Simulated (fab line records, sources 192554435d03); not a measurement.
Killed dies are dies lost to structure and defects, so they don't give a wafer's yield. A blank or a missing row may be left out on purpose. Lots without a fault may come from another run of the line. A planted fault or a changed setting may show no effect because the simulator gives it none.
Which tool did it? | flow n5_finfet | 10 lots, 29 wafers sampled, at 5 steps of a route of 1938

WHAT THE GAUGES READ, wafer by wafer
N5_BEOL_M4_RC_MEAS_101. Usual: CJ_N 4.35, standard deviation 0.092; CJ_P 5.80, standard deviation 0.19; DIBL_N 36.0 mV/V, standard deviation 1.6; DIBL_P 36.1 mV/V, standard deviation 2; IOFF_N 0.160 nA/um, standard deviation 0.029; IOFF_P 0.21 nA/um, standard deviation 0.039; ION_N 675 uA/um, standard deviation 13; ION_P 464 uA/um, standard deviation 8.8; RS_PWELL 3011 ohm/sq, standard deviation 22; SS_N 71.5 mV/dec, standard deviation 0.58; SS_P 73.3 mV/dec, standard deviation 0.65; VT_N 250 mV, standard deviation 3.3; VT_P -249 mV, standard deviation 3.6.
lot  | measured     | on        | CJ_N           | CJ_P           | DIBL_N (mV/V)  | DIBL_P (mV/V)  | IOFF_N (nA/um)    | IOFF_P (nA/um) | ION_N (uA/um) | ION_P (uA/um) | RS_PWELL (ohm/sq) | SS_N (mV/dec)  | SS_P (mV/dec)  | VT_N (mV)   | VT_P (mV)      | flag
L800 | day 7 20:04  | prober-02 | 4.32 4.36 4.46 | 5.59 5.93 5.86 | 37.4 35.6 36.4 | 36.9 34.9 33.6 | 0.164 0.128 0.141 | 0.21 0.19 0.17 | 676 659 662   | 456 454 449   | 3019 3050 3037    | 72.0 71.5 71.6 | 73.4 73.0 72.7 | 247 251 254 | -252 -253 -255 |
L801 | day 8 01:37  | prober-01 | 4.43 4.42      | 5.78 5.59      | 37.5 36.0      | 36.4 34.5      | 0.174 0.149       | 0.24 0.21      | 666 667       | 460 460       | 3045 3023         | 71.8 71.1      | 74.0 72.7      | 251 251     | -248 -250      |
L803 | day 8 18:49  | prober-02 | 4.38 4.38 4.29 | 5.60 6.04 5.74 | 34.2 36.3 33.9 | 34.1 36.7 33.6 | 0.121 0.150 0.110 | 0.15 0.18 0.14 | 653 673 649   | 451 456 448   | 3011 3037 3039    | 71.7 72.6 71.4 | 72.7 74.0 72.3 | 254 252 255 | -259 -255 -259 |
L804 | day 8 23:21  | prober-02 | 4.44 4.34 4.44 | 5.50 5.74 6.07 | 33.7 32.2 35.7 | 35.3 33.5 37.8 | 0.146 0.118 0.175 | 0.19 0.17 0.23 | 678 675 678   | 463 466 463   | 3012 3026 3020    | 71.2 70.8 70.7 | 73.1 72.7 73.7 | 250 253 247 | -252 -250 -249 |
L807 | day 9 17:04  | prober-02 | 4.42 4.29 4.32 | 5.97 5.49 5.84 | 38.5 37.1 36.1 | 37.3 36.6 35.6 | 0.190 0.154 0.140 | 0.25 0.24 0.23 | 671 660 665   | 466 461 467   | 3052 3029 3049    | 72.3 72.0 71.3 | 74.0 73.3 73.6 | 248 250 250 | -244 -245 -242 |
L808 | day 10 03:58 | prober-01 | 4.42 4.29 4.38 | 5.90 5.87 5.92 | 37.1 34.3 34.3 | 36.8 35.2 34.8 | 0.180 0.130 0.132 | 0.20 0.18 0.18 | 669 658 672   | 454 452 462   | 3036 3010 3012    | 71.5 71.1 71.1 | 73.3 72.9 73.6 | 251 256 251 | -251 -250 -252 |
L809 | day 10 04:10 | prober-02 | 4.19 4.29 4.30 | 5.54 6.04 5.81 | 35.8 37.9 38.2 | 35.5 37.8 37.7 | 0.150 0.186 0.192 | 0.20 0.24 0.24 | 677 688 688   | 467 472 466   | 2993 3025 2991    | 71.9 72.2 71.8 | 73.4 73.6 73.8 | 249 245 245 | -253 -248 -248 |
L812 | day 10 22:04 | prober-02 | 4.37 4.64 4.78 | 5.75 5.33 5.23 | 35.3 35.8 36.4 | 34.1 35.3 35.7 | 0.138 0.152 0.163 | 0.19 0.20 0.21 | 681 677 693   | 470 473 475   | 3024 3062 3093    | 70.5 70.8 72.0 | 73.3 72.9 73.4 | 251 251 248 | -252 -251 -250 |
L819 | day 13 09:56 | prober-01 | 4.44 4.34 4.40 | 5.75 5.88 6.06 | 34.8 36.2 36.8 | 34.0 35.5 35.9 | 0.146 0.154 0.174 | 0.17 0.20 0.21 | 687 681 699   | 463 469 468   | 3037 3031 3028    | 70.9 71.5 71.2 | 72.3 73.7 73.0 | 247 248 247 | -252 -250 -250 |
L822 | day 13 15:26 | prober-02 | 4.43 4.32 4.35 | 5.86 5.65 5.74 | 34.6 35.0 37.1 | 33.6 35.3 37.7 | 0.128 0.139 0.180 | 0.19 0.21 0.25 | 664 657 682   | 462 458 465   | 3048 3004 3039    | 70.7 71.5 71.9 | 72.0 72.9 74.1 | 253 253 247 | -247 -251 -247 |

N5_BEOL_M5_THK_MEAS_01. Usual: M5_ILD_THK 120.6 nm, standard deviation 1.6.
lot  | measured     | on            | M5_ILD_THK (nm)   | flag
L800 | day 7 21:27  | film_metro-02 | 116.5 117.9 120.4 |
L801 | day 8 02:50  | film_metro-02 | 121.0 123.3       |
L803 | day 8 20:23  | film_metro-01 | 120.1 119.7 121.7 |
L804 | day 9 00:35  | film_metro-02 | 117.9 121.8 120.3 |
L807 | day 9 18:36  | film_metro-02 | 120.0 118.6 118.4 |
L808 | day 10 05:30 | film_metro-02 | 119.1 119.3 122.2 |
L809 | day 10 05:34 | film_metro-02 | 119.5 122.3 122.1 |
L812 | day 10 23:41 | film_metro-02 | 121.1 118.5 121.4 |
L819 | day 13 11:37 | film_metro-02 | 118.3 118.9 122.4 |
L822 | day 13 16:49 | film_metro-02 | 119.9 121.2 120.8 |

WHICH TOOL RAN EACH LOT (tool, then ch and the chambers of the sampled wafers, then the start)
lot  | N5_ZERO_LAYER_PECVD_02         | N5_BEOL_M4_ANNEAL_51             | N5_BEOL_M4_DEP_57
L800 | pecvd-04 ch 0,1, day 1 12:28   | rtp_anneal-01 ch 0, day 7 19:02  | pecvd-03 ch 0,2, day 7 19:48
L801 | pecvd-04 ch 0, day 1 18:17     | rtp_anneal-01 ch 0, day 8 00:29  | pecvd-03 ch 1,2, day 8 01:11
L803 | pecvd-02 ch 0,1,2, day 2 06:17 | rtp_anneal-01 ch 0, day 8 17:49  | pecvd-03 ch 0,2, day 8 18:40
L804 | pecvd-04 ch 0,1, day 2 12:19   | rtp_anneal-02 ch 0, day 8 22:14  | pecvd-02 ch 0,1, day 8 22:56
L807 | pecvd-04 ch 0,1,2, day 3 06:17 | rtp_anneal-02 ch 0, day 9 16:10  | pecvd-03 ch 0,1,2, day 9 16:57
L808 | pecvd-04 ch 0,1, day 3 12:17   | rtp_anneal-02 ch 0, day 10 03:00 | pecvd-02 ch 0,2, day 10 03:50
L809 | pecvd-04 ch 0,1, day 3 18:17   | rtp_anneal-01 ch 0, day 10 03:07 | pecvd-03 ch 1,2, day 10 03:53
L812 | pecvd-04 ch 0,2, day 4 12:17   | rtp_anneal-01 ch 0, day 10 21:09 | pecvd-04 ch 0,1, day 10 21:56
L819 | pecvd-03 ch 0,1,2, day 6 06:18 | rtp_anneal-01 ch 0, day 13 09:02 | pecvd-03 ch 0,2, day 13 09:49
L822 | pecvd-02 ch 0,1,2, day 7 00:17 | rtp_anneal-02 ch 0, day 13 14:23 | pecvd-03 ch 1,2, day 13 15:08
- N5_ZERO_LAYER_PECVD_02: deposits SiO2 from SiH4/N2O, target thk 10 nm, time 6 s.
- N5_BEOL_M4_ANNEAL_51: time 90 s.
- N5_BEOL_M4_DEP_57: deposits SiCN from 3MS/NH3, target thk 8 nm, time 14 s.

WHAT THE TOOLS THEMSELVES READ (means of the sampled wafers that have a number; where no wafer has one, the mark that the record gives instead)
N5_ZERO_LAYER_PECVD_02. Usual: heater_power_w 799 W, standard deviation 75; rf_fwd_power_W 272.2 W, standard deviation 0.97; showerhead_plenum_p_Torr 8.11 Torr, standard deviation 0.15.
lot  | tool     | heater_power_w (W) | rf_fwd_power_W (W) | showerhead_plenum_p_Torr (Torr) | flag
L800 | pecvd-04 | 799                | 272.6              | 8.15                            |
L801 | pecvd-04 | 664                | 271.5              | 7.97                            |
L803 | pecvd-02 | 791                | 272.1              | 7.98                            |
L804 | pecvd-04 | 737                | 271.5              | 8.08                            |
L807 | pecvd-04 | 837                | 272.7              | 8.11                            |
L808 | pecvd-04 | 746                | 272.3              | 8.16                            |
L809 | pecvd-04 | 773                | 273.2              | 8.18                            |
L812 | pecvd-04 | 831                | 272.5              | 8.08                            |
L819 | pecvd-03 | 821                | 272.7              | 8.18                            |
L822 | pecvd-02 | 752                | 272.5              | 7.99                            |

N5_BEOL_M4_ANNEAL_51. Usual: wafer_temp_C_max 225.69, standard deviation 0.2.
lot  | tool          | wafer_temp_C_max | flag
L800 | rtp_anneal-01 | 225.65           |
L801 | rtp_anneal-01 | 225.67           |
L803 | rtp_anneal-01 | 225.83           |
L804 | rtp_anneal-02 | 225.83           |
L807 | rtp_anneal-02 | 225.87           |
L808 | rtp_anneal-02 | 225.55           |
L809 | rtp_anneal-01 | 225.67           |
L812 | rtp_anneal-01 | 225.67           |
L819 | rtp_anneal-01 | 225.70           |
L822 | rtp_anneal-02 | 225.70           |

N5_BEOL_M4_DEP_57. Usual: rf_fwd_power_W 199.2 W, standard deviation 0.86; showerhead_plenum_p_Torr 3.663 Torr, standard deviation 0.016; throttle_valve_pct 9.0 %, standard deviation 0.49.
lot  | tool     | rf_fwd_power_W (W) | showerhead_plenum_p_Torr (Torr) | throttle_valve_pct (%) | flag
L800 | pecvd-03 | 200.3              | 3.661                           | 8.7                    |
L801 | pecvd-03 | 199.0              | 3.671                           | 9.0                    |
L803 | pecvd-03 | 200.2              | 3.661                           | 9.1                    |
L804 | pecvd-02 | 198.5              | 3.645                           | 9.4                    |
L807 | pecvd-03 | 199.5              | 3.667                           | 9.1                    |
L808 | pecvd-02 | 197.9              | 3.659                           | 8.8                    |
L809 | pecvd-03 | 199.6              | 3.669                           | 8.8                    |
L812 | pecvd-04 | 199.1              | 3.665                           | 9.0                    |
L819 | pecvd-03 | 199.4              | 3.663                           | 9.1                    |
L822 | pecvd-03 | 199.5              | 3.677                           | 8.8                    |

THE ANSWER, worked out from the rows above alone
Rule: a lot is off if the mean of its wafers that have a number lies more than 3 standard deviations from the usual mean. A lot without any number at a reading at which 4 lots or more have one is off too. The other lots that the step has rows for count as sound. The gauges are gone through in route order, then the tools' own readings, and for those a lot's mean is taken as printed above. The first step at which some lot is off is used, and at that step the reading that is off furthest; a lot without a number counts as furthest.
No lot is off at any reading shown: from this, nothing can be told.

WHAT THE SIMULATOR HAD PUT IN
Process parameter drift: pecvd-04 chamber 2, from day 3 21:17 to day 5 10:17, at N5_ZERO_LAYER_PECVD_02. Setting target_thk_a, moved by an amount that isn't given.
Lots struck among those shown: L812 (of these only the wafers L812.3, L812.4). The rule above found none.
